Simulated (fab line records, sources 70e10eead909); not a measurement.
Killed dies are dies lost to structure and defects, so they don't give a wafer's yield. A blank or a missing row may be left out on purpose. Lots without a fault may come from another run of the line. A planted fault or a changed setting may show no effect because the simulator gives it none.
Chamber matching | flow nand_harc | NHARC_A_CHANNEL_HOLE_D1_ETCH_38 on rie_diel-04: 4 sister chambers
The step etches the open film in CF4, target depth 39 nm, time 65 s. 33 wafers are shown with their chamber, then 12 later ones without.

WAFERS WITH THEIR CHAMBER
wafer  | chamber | showerhead_plenum_p_Torr (Torr) | drypump_motor_current_A (A) | rf_vpp_V (V)
L074.1 | 0       | 1.81                            | 5.8                         | 153.5
L074.2 | 2       | 1.71                            | 5.2                         | 150.7
L074.4 | 1       | 1.86                            | 6.4                         | 151.8
L076.1 | 3       | 1.86                            | 5.2                         | 152.3
L076.2 | 0       | 1.81                            | 5.8                         | 153.0
L076.5 | 3       | 1.86                            | 5.2                         | 153.5
L077.2 | 1       | 1.86                            | 6.5                         | 151.2
L077.3 | 2       | 1.71                            | 5.2                         | 150.4
L077.6 | 0       | 1.81                            | 5.8                         | 153.4
L078.1 | 2       | 1.71                            | 5.2                         | 150.1
L078.2 | 1       | 1.86                            | 6.5                         | 151.5
L078.3 | 0       | 1.81                            | 5.8                         | 151.9
L078.4 | 3       | 1.86                            | 5.2                         | 152.1
L078.5 | 3       | 1.86                            | 5.2                         | 152.7
L078.6 | 2       | 1.71                            | 5.2                         | 150.7
L079.2 | 1       | 1.86                            | 6.4                         | 152.0
L079.5 | 3       | 1.86                            | 5.2                         | 152.3
L079.6 | 0       | 1.81                            | 5.8                         | 151.8
L080.1 | 3       | 1.86                            | 5.2                         | 152.7
L080.3 | 0       | 1.81                            | 5.8                         | 152.3
L080.5 | 2       | 1.70                            | 5.1                         | 151.2
L082.1 | 0       | 1.81                            | 5.8                         | 152.1
L082.4 | 2       | 1.70                            | 5.2                         | 150.7
L082.6 | 1       | 1.86                            | 6.4                         | 151.4
L083.2 | 2       | 1.70                            | 5.1                         | 149.2
L083.4 | 1       | 1.86                            | 6.5                         | 152.2
L083.6 | 1       | 1.86                            | 6.5                         | 150.8
L087.1 | 2       | 1.70                            | 5.2                         | 150.2
L087.2 | 3       | 1.86                            | 5.2                         | 153.1
L087.6 | 2       | 1.70                            | 5.2                         | 151.3
L090.1 | 3       | 1.86                            | 5.2                         | 151.4
L090.3 | 2       | 1.70                            | 5.2                         | 151.2
L090.5 | 2       | 1.70                            | 5.2                         | 149.9

SIGNATURES (means of the wafers above)
reading                  | chamber 0 | chamber 1 | chamber 2 | chamber 3 | scatter within a chamber
showerhead_plenum_p_Torr | 1.8100    | 1.8600    | 1.7036    | 1.8600    | 0.00296
drypump_motor_current_A  | 5.800     | 6.457     | 5.182     | 5.200     | 0.034
rf_vpp_V                 | 152.571   | 151.557   | 150.509   | 152.512   | 0.627
Rule: a wafer's distance from a chamber is the root of the sum, over the readings, of the square of ((its reading less the chamber's mean) divided by the reading's scatter). The wafer belongs to the nearest chamber; if the next one is less than 2 further off, it can't be placed. The scatter: the root of (the sum of the squares of (reading less its chamber's mean) over the shown wafers, divided by (wafers less chambers)).

WAFERS WITHOUT THEIR CHAMBER
wafer  | showerhead_plenum_p_Torr (Torr) | drypump_motor_current_A (A) | rf_vpp_V (V)
L091.3 | 1.80                            | 5.8                         | 153.0
L091.4 | 1.86                            | 6.5                         | 152.3
L091.6 | 1.81                            | 5.8                         | 153.0
L095.2 | 1.86                            | 5.2                         | 150.8
L095.3 | 1.80                            | 5.8                         | 151.3
L095.6 | 1.86                            | 6.5                         | 152.5
L096.1 | 1.80                            | 5.8                         | 150.1
L096.2 | 1.70                            | 5.2                         | 150.4
L096.6 | 1.70                            | 5.2                         | 150.6
L097.2 | 1.86                            | 5.2                         | 150.6
L097.3 | 1.80                            | 5.8                         | 151.4
L097.6 | 1.86                            | 5.2                         | 153.2

WHICH CHAMBER EACH WENT THROUGH
wafer  | from the rows above | in truth
L091.3 | 0                   | 0
L091.4 | 1                   | 1
L091.6 | 0                   | 0
L095.2 | 3                   | 3
L095.3 | 0                   | 0
L095.6 | 1                   | 1
L096.1 | 0                   | 0
L096.2 | 2                   | 2
L096.6 | 2                   | 2
L097.2 | 3                   | 3
L097.3 | 0                   | 0
L097.6 | 3                   | 3
Placed correctly: 12 of 12. Can't be placed from these rows: 0. Placed wrongly: 0.
